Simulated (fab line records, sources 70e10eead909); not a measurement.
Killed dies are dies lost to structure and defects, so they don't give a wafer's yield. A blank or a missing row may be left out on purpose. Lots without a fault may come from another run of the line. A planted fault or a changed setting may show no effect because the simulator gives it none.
Which tool did it? | flow nand_harc | 7 lots, 21 wafers sampled, at 4 steps of a route of 1159

WHAT THE GAUGES READ, wafer by wafer
NHARC_P_CONTACT_INSPECT_14.
lot  | measured     | on                | raw_defect_count
L741 | day 6 01:45  | defect_inspect-02 | 3 3 2
L744 | day 6 15:04  | defect_inspect-01 | 7 9 5
L745 | day 7 01:50  | defect_inspect-01 | 10 8 3
L749 | day 8 03:00  | defect_inspect-01 | 1 2 5
L754 | day 9 06:30  | defect_inspect-02 | 4 7 5
L757 | day 9 19:36  | defect_inspect-02 | 2 1 3
L762 | day 11 03:58 | defect_inspect-02 | 2 1 3

WHICH TOOL RAN EACH LOT (tool, then ch and the chambers of the sampled wafers, then the start)
lot  | NHARC_P_GATE_STRIP_113               | NHARC_P_CONTACT_DEP_30         | NHARC_P_CONTACT_EXPOSE_09
L741 | plasma_asher-01 ch 0, day 5 21:28    | pecvd-02 ch 1,2, day 6 00:07   | arfi_scanner-03 ch 0, day 6 01:29
L744 | plasma_asher-02 ch 0,1, day 6 10:29  | pecvd-01 ch 1,2, day 6 13:23   | arfi_scanner-03 ch 0, day 6 14:47
L745 | plasma_asher-01 ch 0,1, day 6 21:48  | pecvd-02 ch 0,2, day 7 00:15   | arfi_scanner-03 ch 0, day 7 01:35
L749 | plasma_asher-02 ch 0,1, day 7 22:43  | pecvd-02 ch 0,1, day 8 01:20   | arfi_scanner-03 ch 0, day 8 02:44
L754 | plasma_asher-01 ch 0,1, day 9 01:57  | pecvd-01 ch 0,1,2, day 9 04:52 | arfi_scanner-02 ch 0, day 9 06:14
L757 | plasma_asher-01 ch 0,1, day 9 15:33  | pecvd-01 ch 0,1,2, day 9 18:00 | arfi_scanner-02 ch 0, day 9 19:20
L762 | plasma_asher-01 ch 0,1, day 10 23:26 | pecvd-03 ch 1,2, day 11 02:26  | arfi_scanner-01 ch 0, day 11 03:42
- NHARC_P_GATE_STRIP_113: strips in N2/H2, time 740 s.
- NHARC_P_CONTACT_DEP_30: deposits SiNx, target thk 30 nm.
- NHARC_P_CONTACT_EXPOSE_09: exposes mask P CA, target cd 90 nm.

THE ANSWER, worked out from the rows above alone
Rule: what is usual is taken from the lots themselves. Put in order of their means at a reading, lots are off if they are a third of the lots or fewer, leave a main group of 4 or more, and stand apart from it by a gap of 3 or more times the standard deviation of the main group's means; of several such gaps the widest counts. A main group whose means are all the same, to the digits that the tables above print for the reading, isn't used. A lot without any number at a reading at which 4 lots or more have one is off too. The other lots that the step has rows for count as sound.
No lot is off at any reading shown: from this, nothing can be told.

WHAT THE SIMULATOR HAD PUT IN
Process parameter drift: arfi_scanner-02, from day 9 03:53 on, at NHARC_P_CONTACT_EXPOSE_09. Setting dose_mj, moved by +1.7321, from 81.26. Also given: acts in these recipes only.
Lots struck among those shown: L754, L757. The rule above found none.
